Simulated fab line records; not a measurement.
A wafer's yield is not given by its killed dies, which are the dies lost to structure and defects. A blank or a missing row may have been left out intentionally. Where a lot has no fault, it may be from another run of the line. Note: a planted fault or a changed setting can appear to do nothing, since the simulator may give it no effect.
Which tool was responsible? -- flow n5_finfet -- Sampling: 14 lots, 41 wafers, 4 of 1938 route steps

== WHAT EACH GAUGE READ, for each wafer ==
The record holds no reading of a measuring or inspecting step that can be judged against a usual standard deviation.

== WHICH TOOL RAN EACH LOT (tool, then ch and the chambers of the sampled wafers, then the start) ==
lot,N5_BEOL_M0_SAQP_RECESS_114,N5_BEOL_M0_SAQP_ETCH_102,N5_BEOL_M0_SAQP_SPACER2_ALD_26,N5_BEOL_M0_SAQP_PEB_38
L167,"vapor_etch-02 ch 0,1, day 5 18:31","rie_si-02 ch 0,1,3, day 5 20:14","ald_sin-03 ch 1,2,3, day 5 21:08","litho_track-03 ch 0, day 5 22:17"
L168,"vapor_etch-02 ch 0,1, day 6 00:21","rie_si-02 ch 0,3, day 6 01:34","ald_sin-01 ch 0,1,3, day 6 02:26","litho_track-05 ch 0, day 6 03:26"
L176,"vapor_etch-01 ch 0, day 7 23:11","rie_si-04 ch 0,2, day 8 00:37","ald_sin-03 ch 1,2,3, day 8 01:58","litho_track-05, day 8 02:58"
L177,"vapor_etch-02 ch 0,1, day 8 07:05","rie_si-04 ch 0,2, day 8 08:23","ald_sin-01 ch 0,2, day 8 09:15","litho_track-03, day 8 10:14"
L178,"vapor_etch-01 ch 0, day 8 10:30","rie_si-02 ch 1,2,3, day 8 12:59","ald_sin-01 ch 1,2,3, day 8 14:28","litho_track-02 ch 0, day 8 15:31"
L179,"vapor_etch-01 ch 0, day 8 16:35","rie_si-04 ch 0,2, day 8 19:23","ald_sin-02 ch 0,1,2, day 8 21:47","litho_track-02 ch 0, day 8 22:53"
L180,"vapor_etch-02 ch 0, day 8 23:34","rie_si-01 ch 0,2,3, day 9 00:56","ald_sin-03 ch 0,2,3, day 9 02:17","litho_track-05 ch 0, day 9 03:23"
L181,"vapor_etch-01 ch 0, day 9 06:04","rie_si-04 ch 0,1,3, day 9 07:17","ald_sin-03 ch 1,2,3, day 9 09:20","litho_track-05 ch 0, day 9 10:28"
L183,"vapor_etch-02 ch 0,1, day 9 16:39","rie_si-02 ch 1,2,3, day 9 18:07","ald_sin-02 ch 0,1,3, day 9 18:58","litho_track-03 ch 0, day 9 19:58"
L184,"vapor_etch-02 ch 0,1, day 10 21:00","rie_si-04 ch 2,3, day 10 22:12","ald_sin-02 ch 0,1, day 11 00:36","litho_track-03 ch 0, day 11 02:01"
L185,"vapor_etch-01 ch 0, day 10 21:16","rie_si-02 ch 0,1,3, day 10 22:46","ald_sin-02 ch 0,1,3, day 11 01:07","litho_track-03 ch 0, day 11 02:14"
L186,"vapor_etch-02 ch 0,1, day 10 21:22","rie_si-04 ch 0,2,3, day 10 22:35","ald_sin-01 ch 1,3, day 11 01:19","litho_track-03 ch 0, day 11 02:18"
L187,"vapor_etch-02 ch 0,1, day 10 21:43","rie_si-04 ch 0,2,3, day 10 22:55","ald_sin-02 ch 1,2,3, day 11 01:39","litho_track-03 ch 0, day 11 02:46"
L189,"vapor_etch-02 ch 0,1, day 11 11:41","rie_si-01 ch 0,3, day 11 12:40","ald_sin-02 ch 0,1, day 11 13:50","litho_track-03 ch 0, day 11 14:41"
- N5_BEOL_M0_SAQP_RECESS_114: chemistry HF/NH3, target SiO2, target depth 14.4 nm, afs cycles 3, sublimation time 60 s.
- N5_BEOL_M0_SAQP_ETCH_102: etches SiO2 in CF4, target depth 4 nm, time 4.4 s.
- N5_BEOL_M0_SAQP_SPACER2_ALD_26: deposits SiO2, target thk 15 nm, pulse time 1 s, purge time 2 s.
- N5_BEOL_M0_SAQP_PEB_38: peb time 60 s.

== AS READ BY THE TOOLS THEMSELVES (means over the sampled wafers that have a number; for cases with no such wafer, the mark the record gives instead) ==
N5_BEOL_M0_SAQP_RECESS_114. Usual: drypump_motor_current_A 6.0 A, standard deviation 0.43; foreline_p_Torr 0.1279 Torr, standard deviation 0.00063.
lot,tool,drypump_motor_current_A (A),foreline_p_Torr (Torr),flag
L167,vapor_etch-02,6.1,0.1275,
L168,vapor_etch-02,6.2,0.1275,
L176,vapor_etch-01,6.1,0.1278,
L177,vapor_etch-02,6.2,0.1279,
L178,vapor_etch-01,6.1,0.1277,
L179,vapor_etch-01,6.1,0.1280,
L180,vapor_etch-02,5.4,0.1279,
L181,vapor_etch-01,6.1,0.1279,
L183,vapor_etch-02,5.8,0.1276,
L184,vapor_etch-02,6.2,0.1274,
L185,vapor_etch-01,6.1,0.1283,
L186,vapor_etch-02,6.2,0.1278,
L187,vapor_etch-02,6.2,0.1278,
L189,vapor_etch-02,6.0,0.1284,

N5_BEOL_M0_SAQP_ETCH_102. Usual: chamber_pressure_mTorr 10.001 mTorr, standard deviation 0.0077; drypump_motor_current_A 5.5 A, standard deviation 0.43; oes_product_au 0.996 a.u., standard deviation 0.027; throttle_valve_pct 21.65 %, standard deviation 0.27.
lot,tool,chamber_pressure_mTorr (mTorr),drypump_motor_current_A (A),oes_product_au (a.u.),throttle_valve_pct (%),flag
L167,rie_si-02,9.999,5.7,0.975,21.63,
L168,rie_si-02,10.006,5.8,0.956,21.99,
L176,rie_si-04,10.005,5.3,1.003,21.86,
L177,rie_si-04,10.009,5.3,1.009,21.87,
L178,rie_si-02,10.002,5.5,0.995,21.44,
L179,rie_si-04,10.001,5.6,0.982,21.93,
L180,rie_si-01,10.002,5.8,1.026,21.54,
L181,rie_si-04,10.007,5.6,0.985,21.71,
L183,rie_si-02,9.994,5.5,0.990,21.45,
L184,rie_si-04,9.998,5.0,1.006,21.71,
L185,rie_si-02,10.000,5.7,0.978,21.63,
L186,rie_si-04,9.997,5.3,0.989,21.78,
L187,rie_si-04,10.002,5.3,0.992,21.78,
L189,rie_si-01,10.005,6.3,1.010,21.49,

N5_BEOL_M0_SAQP_SPACER2_ALD_26. Usual: heater_power_outer_w 270 W, standard deviation 39; heater_power_w 476 W, standard deviation 62; precursor_pulse_height_rel 1.001, standard deviation 0.02.
lot,tool,heater_power_outer_w (W),heater_power_w (W),precursor_pulse_height_rel,flag
L167,ald_sin-03,257,445,0.983,
L168,ald_sin-01,262,451,0.984,
L176,ald_sin-03,253,442,0.993,
L177,ald_sin-01,247,444,0.993,
L178,ald_sin-01,257,457,1.019,
L179,ald_sin-02,295,534,1.006,
L180,ald_sin-03,262,454,1.019,
L181,ald_sin-03,258,438,1.017,
L183,ald_sin-02,300,553,0.989,
L184,ald_sin-02,342,610,1.001,
L185,ald_sin-02,308,557,1.010,
L186,ald_sin-01,274,467,1.009,
L187,ald_sin-02,291,518,1.005,
L189,ald_sin-02,326,588,0.981,

N5_BEOL_M0_SAQP_PEB_38. Usual: chill_plate_temp_C 22.98 C, standard deviation 0.095; exhaust_pa 45.0 Pa, standard deviation 0.92.
lot,tool,chill_plate_temp_C (C),exhaust_pa (Pa),flag
L167,litho_track-03,22.94,44.6,
L168,litho_track-05,22.97,44.5,
L176,litho_track-05,-,-,OFF
L177,litho_track-03,-,-,OFF
L178,litho_track-02,23.01,43.9,
L179,litho_track-02,22.91,45.9,
L180,litho_track-05,23.02,44.0,
L181,litho_track-05,22.89,44.0,
L183,litho_track-03,23.04,45.7,
L184,litho_track-03,23.01,44.1,
L185,litho_track-03,23.02,45.5,
L186,litho_track-03,22.95,44.6,
L187,litho_track-03,23.03,44.7,
L189,litho_track-03,22.96,45.0,

== THE ANSWER, worked out from the rows above alone ==
Rule: lot off if the mean of its wafers having a number is beyond 3 standard deviations from the usual mean. A lot without any number at a reading at which 4 lots or more have one is off too. Any other lot the step has rows for is counted as sound. After the gauges, taken in route order, come the tools' own readings; for these a lot's mean is taken, as printed above. At the first step where some lot is off, the reading lying furthest off is the one used; lots without a number count as furthest.
Off: L176, L177, at N5_BEOL_M0_SAQP_PEB_38 (chill_plate_temp_C). Without a number there: L176, L177.
A tool fits if, at that step or a process step before it, it ran every lot that is off, and no sound lot after the first of them. Not one of the candidates tried fits.

== WHAT THE SIMULATOR PUT IN ==
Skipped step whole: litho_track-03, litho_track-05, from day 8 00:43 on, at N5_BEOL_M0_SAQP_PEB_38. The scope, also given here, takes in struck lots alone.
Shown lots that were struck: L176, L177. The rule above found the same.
